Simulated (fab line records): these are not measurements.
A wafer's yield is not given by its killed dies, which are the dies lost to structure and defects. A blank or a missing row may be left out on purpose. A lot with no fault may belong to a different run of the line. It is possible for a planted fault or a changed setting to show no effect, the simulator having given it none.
Matching of chambers -- flow n5 finfet -- N5_BEOL_M7_DESCUM_33 on rie diel-05 has 4 sister chambers
The step chemistry O2, time 7 s. 16 wafers are shown with their chamber, then 8 later ones without.

WAFERS PAIRED WITH THEIR CHAMBERS
wafer,chamber,throttle valve pct (%),oes product au (a.u.),showerhead plenum p Torr (Torr)
L076.2,2,20.65,0.72,2.01
L076.4,0,20.16,0.86,2.03
L076.6,2,20.64,0.71,2.01
L080.1,0,20.18,0.86,2.03
L080.3,1,20.39,0.95,2.06
L080.6,0,20.19,0.86,2.03
L083.1,2,20.65,0.70,2.00
L083.2,1,20.38,0.94,2.06
L083.4,0,20.18,0.84,2.03
L084.3,2,20.64,0.70,2.00
L084.5,0,20.19,0.85,2.03
L084.6,3,20.42,0.75,1.99
L086.1,1,20.38,0.92,2.05
L086.2,3,20.43,0.75,1.99
L086.4,0,20.19,0.84,2.03
L091.4,1,20.39,0.91,2.05

SIGNATURES (means of the wafers above)
reading,chamber 0,chamber 1,chamber 2,chamber 3,scatter within a chamber
throttle valve pct,20.1817,20.3850,20.6450,20.4250,0.00882
oes product au,0.8517,0.9300,0.7075,0.7500,0.0121
showerhead plenum p Torr,2.0300,2.0550,2.0050,1.9900,0.00408
Rule: for a wafer and a chamber, the distance is found by dividing, reading by reading, the gap between the wafer's reading and the chamber's mean by the reading's scatter, squaring, summing and taking the root. If the next closest chamber is less than 2 further off than the closest, the wafer can't be placed; otherwise it belongs to the closest. The scatter: the root of (the sum of the squares of (reading less its chamber's mean) over the shown wafers, divided by (wafers less chambers)).

WAFERS WHOSE CHAMBER IS MISSING
wafer,throttle valve pct (%),oes product au (a.u.),showerhead plenum p Torr (Torr)
L091.5,20.40,0.91,2.05
L091.6,20.68,0.69,2.00
L092.1,20.21,0.83,2.02
L092.4,20.46,0.75,1.99
L092.6,20.40,0.90,2.05
L097.1,20.43,0.89,2.05
L097.4,20.22,0.82,2.02
L097.5,20.42,0.89,2.05

WHICH CHAMBER EACH WENT THROUGH
wafer,from the rows above,in truth
L091.5,1,1
L091.6,2,2
L092.1,0,0
L092.4,3,3
L092.6,1,1
L097.1,1,1
L097.4,0,0
L097.5,1,1
Correct placement for 8 of the 8. Number that these rows cannot place: 0. Wrongly placed: 0.
